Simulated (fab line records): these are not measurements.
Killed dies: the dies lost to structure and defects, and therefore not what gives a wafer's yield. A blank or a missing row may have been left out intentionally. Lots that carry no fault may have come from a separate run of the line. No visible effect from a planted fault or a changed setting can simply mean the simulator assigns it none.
Matching of chambers + flow n5 finfet + N5_BEOL_M10_VIA_ETCH_34 on rie diel-06: 4 sister chambers
The step etches SiCOH lowk in C4F6/O2, target depth 184.5 nm, time 69.2 s. 16 wafers are shown with their chamber, then 8 later ones without.

== WAFERS WITH THEIR CHAMBER ==
| wafer  | chamber | drypump motor current A (A) | showerhead plenum p Torr (Torr) | rf vpp V (V) |
|--------|---------|-----------------------------|---------------------------------|--------------|
| L075.3 | 1       | 5.8                         | 2.79                            | 675          |
| L075.4 | 2       | 4.9                         | 2.87                            | 689          |
| L075.6 | 1       | 5.7                         | 2.79                            | 674          |
| L080.1 | 3       | 6.0                         | 2.79                            | 663          |
| L080.4 | 2       | 4.9                         | 2.87                            | 689          |
| L080.5 | 1       | 5.7                         | 2.79                            | 672          |
| L078.1 | 0       | 5.7                         | 2.74                            | 658          |
| L078.4 | 2       | 4.9                         | 2.86                            | 690          |
| L078.5 | 0       | 5.7                         | 2.74                            | 658          |
| L084.2 | 3       | 6.0                         | 2.79                            | 663          |
| L084.5 | 2       | 4.9                         | 2.86                            | 686          |
| L084.6 | 3       | 6.0                         | 2.79                            | 663          |
| L089.1 | 0       | 5.7                         | 2.74                            | 658          |
| L089.3 | 2       | 4.9                         | 2.86                            | 688          |
| L089.5 | 2       | 4.9                         | 2.86                            | 689          |
| L091.1 | 2       | 4.9                         | 2.85                            | 687          |

SIGNATURES (means of the wafers above)
| reading                  | chamber 0 | chamber 1 | chamber 2 | chamber 3 | scatter within a chamber |
|--------------------------|-----------|-----------|-----------|-----------|--------------------------|
| drypump motor current A  | 5.700     | 5.733     | 4.900     | 6.000     | 0.0236                   |
| showerhead plenum p Torr | 2.7400    | 2.7900    | 2.8614    | 2.7900    | 0.00488                  |
| rf vpp V                 | 658.00    | 673.67    | 688.29    | 663.00    | 1.16                     |
Rule: for each reading, subtract the chamber's mean from the wafer's reading, divide by that reading's scatter and square the result; add these up over the readings and take the root, which gives the wafer's distance from the chamber. If the next closest chamber is less than 2 further off than the closest, the wafer can't be placed; otherwise it belongs to the closest. The scatter: the root of (the sum of the squares of (reading less its chamber's mean) over the shown wafers, divided by (wafers less chambers)).

== WAFERS WITHOUT THEIR CHAMBER ==
| wafer  | drypump motor current A (A) | showerhead plenum p Torr (Torr) | rf vpp V (V) |
|--------|-----------------------------|---------------------------------|--------------|
| L091.4 | 6.0                         | 2.78                            | 664          |
| L091.5 | 6.0                         | 2.78                            | 662          |
| L094.1 | 5.7                         | 2.78                            | 671          |
| L094.2 | 5.8                         | 2.73                            | 659          |
| L094.4 | 6.0                         | 2.78                            | 661          |
| L096.1 | 5.7                         | 2.78                            | 675          |
| L096.3 | 5.7                         | 2.73                            | 657          |
| L096.5 | 5.8                         | 2.78                            | 674          |

== WHICH CHAMBER EACH WENT THROUGH ==
| wafer  | from the rows above | in truth |
|--------|---------------------|----------|
| L091.4 | 3                   | 3        |
| L091.5 | 3                   | 3        |
| L094.1 | 1                   | 1        |
| L094.2 | 0                   | 0        |
| L094.4 | 3                   | 3        |
| L096.1 | 1                   | 1        |
| L096.3 | 0                   | 0        |
| L096.5 | 1                   | 1        |
Correctly placed: 8 of 8. From these rows, 0 cannot be placed. Wrongly placed: 0.
